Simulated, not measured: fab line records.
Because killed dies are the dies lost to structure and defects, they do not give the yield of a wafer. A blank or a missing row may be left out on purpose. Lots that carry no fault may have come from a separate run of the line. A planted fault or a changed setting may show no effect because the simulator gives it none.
2 desks looking at one fault || flow nand_harc || only its own numbers are on each desk; what lay behind them is given at the end

DESK OF THE TOOL OWNER: rie_metal-02
The tool's own readings at NHARC_THIN_TSV_ETCH_59 (etches the open film in Cl2/BCl3, target depth 880 nm, time 138.1 s): means of the sampled wafers that have a number, for each lot that ran on this tool. If a lot's mean is further than 4 standard deviations from the usual mean, the lot is out of limits and carries the mark OUT (the distance appears in the brackets).
Columns: A = drypump_motor_current_A at NHARC_THIN_TSV_ETCH_59, usual 5.7 A; B = oes_product_au at NHARC_THIN_TSV_ETCH_59, usual 1.002 a.u.; C = run_length_s at NHARC_THIN_TSV_ETCH_59, usual 159.5 s; D = throttle_valve_pct at NHARC_THIN_TSV_ETCH_59, usual 22.266 %
{"lot": "L547", "first seen here": "day 20 00:49", "A": 5.6, "B": 1.002, "C": 159.6, "D": 22.266}
{"lot": "L555", "first seen here": "day 21 23:53", "A": 6.0, "B": 0.999, "C": 159.4, "D": 22.271}
{"lot": "L559", "first seen here": "day 24 08:28", "A": 5.6, "B": 1.007, "C": "166.9 (+22) OUT", "D": 22.265}
{"lot": "L558", "first seen here": "day 25 14:31", "A": 6.0, "B": 0.995, "C": "166.9 (+22) OUT", "D": 22.262}
This desk's verdict: out of limits on L558, L559, starting with L559 at day 24 08:28 (run_length_s at NHARC_THIN_TSV_ETCH_59). In limits: L547, L555.

THE DEFECT DESK
Inspection counts along the route, by lot: the mean over sampled wafers that carry a number. If a lot's mean is further than 4 standard deviations from the usual mean, the lot is out of limits and carries the mark OUT (the distance appears in the brackets).
Columns: A = raw_defect_count at NHARC_A_BONDPAD_INSPECT_23, usual 458
{"lot": "L546", "first seen here": "day 18 21:39", "A": 381}
{"lot": "L547", "first seen here": "day 19 04:28", "A": 509}
{"lot": "L550", "first seen here": "day 20 03:07", "A": 384}
{"lot": "L555", "first seen here": "day 21 02:37", "A": 356}
{"lot": "L563", "first seen here": "day 23 07:53", "A": 346}
{"lot": "L559", "first seen here": "day 23 11:28", "A": 508}
{"lot": "L564", "first seen here": "day 23 23:35", "A": 592}
{"lot": "L562", "first seen here": "day 24 05:10", "A": 457}
{"lot": "L567", "first seen here": "day 24 05:30", "A": 499}
{"lot": "L558", "first seen here": "day 24 19:29", "A": 452}
{"lot": "L568", "first seen here": "day 24 21:22", "A": 443}
{"lot": "L569", "first seen here": "day 24 23:53", "A": 404}
Result from this desk: across the 12 lots, nothing is out of limits.

TAKEN TOGETHER
The tool owner's desk could have raised an alarm at day 24 08:28, on L558, L559.
The defect desk saw nothing out of limits.
The defect desk has L558, L559 on record, within its limits.
The lots listed all ran NHARC_THIN_TSV_ETCH_59 on rie_metal-02.

WHAT THE SIMULATOR PUT IN
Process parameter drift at NHARC_THIN_TSV_ETCH_59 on rie_metal-02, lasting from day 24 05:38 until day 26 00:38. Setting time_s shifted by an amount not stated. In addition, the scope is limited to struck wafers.
Lots struck among those shown: L558, L559.
Time in hours from fault onset to the first out-of-limits reading at each desk: the tool owner's desk, 3.
